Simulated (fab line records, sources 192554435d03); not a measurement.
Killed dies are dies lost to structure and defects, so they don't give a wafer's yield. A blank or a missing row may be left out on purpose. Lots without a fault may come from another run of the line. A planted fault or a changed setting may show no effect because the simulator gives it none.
Chamber matching | flow n5_finfet | N5_BEOL_M1_STRIP_66 on rie_diel-03: 4 sister chambers
The step strips in CF4. 27 wafers are shown with their chamber, then 12 later ones without.

WAFERS WITH THEIR CHAMBER
wafer  | chamber | drypump_motor_current_A (A) | showerhead_plenum_p_Torr (Torr) | throttle_valve_pct (%)
L074.2 | 2       | 5.1                         | 1.72                            | 13.82
L074.3 | 1       | 5.4                         | 1.86                            | 13.65
L074.6 | 1       | 5.4                         | 1.86                            | 13.63
L075.3 | 3       | 6.2                         | 1.91                            | 13.41
L075.4 | 2       | 5.1                         | 1.72                            | 13.83
L075.5 | 3       | 6.2                         | 1.91                            | 13.41
L077.2 | 3       | 6.2                         | 1.91                            | 13.43
L077.4 | 3       | 6.2                         | 1.91                            | 13.42
L077.5 | 2       | 5.1                         | 1.72                            | 13.85
L078.2 | 2       | 5.1                         | 1.72                            | 13.84
L078.5 | 1       | 5.4                         | 1.86                            | 13.67
L078.6 | 3       | 6.2                         | 1.90                            | 13.42
L080.1 | 0       | 5.9                         | 1.91                            | 13.20
L080.2 | 2       | 5.1                         | 1.72                            | 13.88
L080.6 | 2       | 5.1                         | 1.72                            | 13.84
L082.1 | 2       | 5.1                         | 1.72                            | 13.84
L082.2 | 1       | 5.4                         | 1.85                            | 13.68
L082.4 | 3       | 6.2                         | 1.90                            | 13.43
L083.1 | 2       | 5.1                         | 1.72                            | 13.87
L083.2 | 3       | 6.2                         | 1.90                            | 13.42
L083.5 | 2       | 5.0                         | 1.72                            | 13.88
L085.3 | 2       | 5.1                         | 1.72                            | 13.88
L085.5 | 1       | 5.4                         | 1.85                            | 13.70
L085.6 | 2       | 5.1                         | 1.72                            | 13.88
L086.1 | 3       | 6.2                         | 1.90                            | 13.46
L086.4 | 1       | 5.4                         | 1.85                            | 13.72
L086.5 | 0       | 5.9                         | 1.91                            | 13.24

SIGNATURES (means of the wafers above)
reading                  | chamber 0 | chamber 1 | chamber 2 | chamber 3 | scatter within a chamber
drypump_motor_current_A  | 5.900     | 5.400     | 5.091     | 6.200     | 0.0199
showerhead_plenum_p_Torr | 1.9100    | 1.8550    | 1.7200    | 1.9050    | 0.0039
throttle_valve_pct       | 13.2200   | 13.6750   | 13.8555   | 13.4250   | 0.024
Rule: a wafer's distance from a chamber is the root of the sum, over the readings, of the square of ((its reading less the chamber's mean) divided by the reading's scatter). The wafer belongs to the nearest chamber; if the next one is less than 2 further off, it can't be placed. The scatter: the root of (the sum of the squares of (reading less its chamber's mean) over the shown wafers, divided by (wafers less chambers)).

WAFERS WITHOUT THEIR CHAMBER
wafer  | drypump_motor_current_A (A) | showerhead_plenum_p_Torr (Torr) | throttle_valve_pct (%)
L088.1 | 5.9                         | 1.91                            | 13.26
L088.2 | 6.2                         | 1.90                            | 13.45
L088.4 | 5.4                         | 1.85                            | 13.72
L092.3 | 5.9                         | 1.90                            | 13.26
L092.5 | 5.9                         | 1.90                            | 13.24
L092.6 | 5.4                         | 1.85                            | 13.71
L093.4 | 6.2                         | 1.90                            | 13.49
L093.5 | 5.9                         | 1.90                            | 13.24
L093.6 | 5.1                         | 1.71                            | 13.91
L096.1 | 5.1                         | 1.71                            | 13.93
L096.2 | 5.9                         | 1.90                            | 13.25
L096.4 | 5.4                         | 1.85                            | 13.74

WHICH CHAMBER EACH WENT THROUGH
wafer  | from the rows above | in truth
L088.1 | 0                   | 0
L088.2 | 3                   | 3
L088.4 | 1                   | 1
L092.3 | 0                   | 0
L092.5 | 0                   | 0
L092.6 | 1                   | 1
L093.4 | 3                   | 3
L093.5 | 0                   | 0
L093.6 | 2                   | 2
L096.1 | 2                   | 2
L096.2 | 0                   | 0
L096.4 | 1                   | 1
Placed correctly: 12 of 12. Can't be placed from these rows: 0. Placed wrongly: 0.
